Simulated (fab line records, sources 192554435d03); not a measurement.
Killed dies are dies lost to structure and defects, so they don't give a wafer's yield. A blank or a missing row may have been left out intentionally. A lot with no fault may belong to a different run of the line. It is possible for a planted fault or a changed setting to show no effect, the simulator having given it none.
Which tool was responsible?	flow n5_finfet	12 lots with 36 wafers sampled at 6 steps, on a route of 1938 steps

## WHAT THE GAUGES READ, wafer by wafer
N5_BEOL_M3_INSPECT_30: inspects for defects (brightfield).
lot	measured	on	raw_defect_count
L075	day 7 05:34	defect_inspect-02	521 409 440
L077	day 7 21:45	defect_inspect-01	385 361 295
L079	day 8 11:10	defect_inspect-01	318 292 276
L081	day 9 00:47	defect_inspect-01	415 393 418
L084	day 9 05:47	defect_inspect-01	327 413 404
L085	day 9 17:50	defect_inspect-01	276 350 254
L088	day 10 14:56	defect_inspect-01	458 522 774
L089	day 10 18:27	defect_inspect-02	710 535 849
L092	day 11 07:10	defect_inspect-02	386 431 383
L093	day 11 16:46	defect_inspect-01	436 429 353
L095	day 12 19:49	defect_inspect-02	447 424 388
L097	day 13 01:34	defect_inspect-02	454 472 459

## WHICH TOOL RAN EACH LOT (tool, then ch and the chambers of the sampled wafers, then the start)
lot	N5_BEOL_M2_ANNEAL_82	N5_BEOL_M2_ANNEAL_91	N5_BEOL_M2_SPUTTER_92	N5_BEOL_M2_SPUTTER_96	N5_BEOL_M3_HM_OPEN_17
L075	pvd_sputter-01, day 6 23:47	pvd_sputter-01, day 7 00:26	pvd_sputter-01, day 7 00:35	pvd_sputter-01, day 7 01:01	rie_metal-02 ch 0,1, day 7 04:47
L077	pvd_sputter-01, day 7 16:56	pvd_sputter-01, day 7 17:36	pvd_sputter-01, day 7 17:44	pvd_sputter-01, day 7 18:11	rie_metal-02 ch 0,1, day 7 21:02
L079	pvd_sputter-03, day 8 05:09	pvd_sputter-03, day 8 05:49	pvd_sputter-03, day 8 05:57	pvd_sputter-03, day 8 06:23	rie_metal-03 ch 0, day 8 10:31
L081	pvd_sputter-01, day 8 18:38	pvd_sputter-01, day 8 19:18	pvd_sputter-01, day 8 19:26	pvd_sputter-01, day 8 19:53	rie_metal-01 ch 0,1, day 9 00:04
L084	pvd_sputter-02, day 9 01:07	pvd_sputter-02, day 9 01:47	pvd_sputter-02, day 9 01:55	pvd_sputter-02, day 9 02:22	rie_metal-01 ch 0,1, day 9 05:04
L085	pvd_sputter-01, day 9 13:37	pvd_sputter-01, day 9 14:16	pvd_sputter-01, day 9 14:25	pvd_sputter-01, day 9 14:51	rie_metal-03 ch 0,1, day 9 17:14
L088	pvd_sputter-03, day 10 10:35	pvd_sputter-03, day 10 11:14	pvd_sputter-03, day 10 11:23	pvd_sputter-03, day 10 11:49	rie_metal-01 ch 1, day 10 14:20
L089	pvd_sputter-03, day 10 14:16	pvd_sputter-03, day 10 14:55	pvd_sputter-03, day 10 15:04	pvd_sputter-03, day 10 15:30	rie_metal-03 ch 0, day 10 17:36
L092	pvd_sputter-01, day 11 02:36	pvd_sputter-01, day 11 03:16	pvd_sputter-01, day 11 03:24	pvd_sputter-01, day 11 03:50	rie_metal-02 ch 0,1, day 11 06:34
L093	pvd_sputter-01, day 11 12:37	pvd_sputter-01, day 11 13:16	pvd_sputter-01, day 11 13:25	pvd_sputter-01, day 11 13:51	rie_metal-01 ch 1, day 11 16:01
L095	pvd_sputter-03, day 12 14:05	pvd_sputter-03, day 12 14:45	pvd_sputter-03, day 12 14:53	pvd_sputter-03, day 12 15:20	rie_metal-02 ch 0, day 12 19:06
L097	pvd_sputter-03, day 12 20:15	pvd_sputter-03, day 12 20:55	pvd_sputter-03, day 12 21:03	pvd_sputter-03, day 12 21:29	rie_metal-02 ch 0,1, day 13 00:59
- N5_BEOL_M2_ANNEAL_82: time 240 s.
- N5_BEOL_M2_ANNEAL_91: time 240 s.
- N5_BEOL_M2_SPUTTER_92: material Cu, target thk 4.5 nm, time 8.29 s.
- N5_BEOL_M2_SPUTTER_96: material Cu, target thk 4.5 nm, time 8.29 s.
- N5_BEOL_M3_HM_OPEN_17: chemistry Cl2/BCl3, target TiN, target depth 20 nm, overetch 6 nm.

## THE ANSWER, worked out from the rows above alone
Rule: the usual values come from the lots themselves. Put in order of their means at a reading, lots are off if they are a third of the lots or fewer, leave a main group of 4 or more, and stand apart from it by a gap of 3 or more times the standard deviation of the main group's means; of several such gaps the widest counts. A main group is skipped when, at the precision printed for the reading in the tables above, its means are all equal. A lot without any number at a reading at which 4 lots or more have one is off too. Any other lot the step has rows for is counted as sound.
Across all readings shown, no lot is off: no conclusion can be drawn from this.

## WHAT THE SIMULATOR HAD INSERTED
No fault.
